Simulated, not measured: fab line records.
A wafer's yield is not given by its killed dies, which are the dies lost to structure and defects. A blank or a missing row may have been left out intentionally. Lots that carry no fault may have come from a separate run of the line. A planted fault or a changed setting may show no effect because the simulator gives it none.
Chamber matching || flow n5 finfet || 4 sister chambers for N5_BEOL_M14_DESCUM_33 on rie diel-06
The step chemistry O2, time 7.9 s. 4 wafers are shown with their chamber, then 9 later ones without.

## WAFERS, EACH WITH ITS CHAMBER
{"wafer": "L082.3", "chamber": 3, "drypump motor current A (A)": 6.6}
{"wafer": "L084.1", "chamber": 2, "drypump motor current A (A)": 6.5}
{"wafer": "L084.3", "chamber": 1, "drypump motor current A (A)": 5.1}
{"wafer": "L084.5", "chamber": 0, "drypump motor current A (A)": 5.0}

## WAFERS WHOSE CHAMBER IS MISSING
{"wafer": "L094.1", "drypump motor current A (A)": 5.1}
{"wafer": "L094.4", "drypump motor current A (A)": 6.5}
{"wafer": "L094.5", "drypump motor current A (A)": 6.5}
{"wafer": "L097.1", "drypump motor current A (A)": 5.0}
{"wafer": "L097.2", "drypump motor current A (A)": 6.4}
{"wafer": "L097.3", "drypump motor current A (A)": 5.1}
{"wafer": "L097.4", "drypump motor current A (A)": 6.6}
{"wafer": "L097.5", "drypump motor current A (A)": 5.0}
{"wafer": "L097.6", "drypump motor current A (A)": 6.6}

## WHICH CHAMBER EACH WENT THROUGH
{"wafer": "L094.1", "from the rows above": 1, "in truth": 1}
{"wafer": "L094.4", "from the rows above": 2, "in truth": 2}
{"wafer": "L094.5", "from the rows above": 2, "in truth": 2}
{"wafer": "L097.1", "from the rows above": 0, "in truth": 0}
{"wafer": "L097.2", "from the rows above": 2, "in truth": 2}
{"wafer": "L097.3", "from the rows above": 1, "in truth": 1}
{"wafer": "L097.4", "from the rows above": 3, "in truth": 3}
{"wafer": "L097.5", "from the rows above": 0, "in truth": 0}
{"wafer": "L097.6", "from the rows above": 3, "in truth": 3}
Correctly placed: 9 of 9. Number that these rows cannot place: 0. Placed wrongly: 0.
How it was worked out, from the rows above alone: a wafer's distance from a chamber is the root of the sum, over the readings, of the square of ((its reading less the chamber's mean) divided by the reading's scatter). The wafer belongs to the nearest chamber; if the next one is less than 2 further off, it can't be placed. Each chamber's mean is taken over the wafers shown for it. The scatter: with one shown wafer a chamber, the root of the mean of the squares of how far each hidden wafer lies from its nearest shown one.
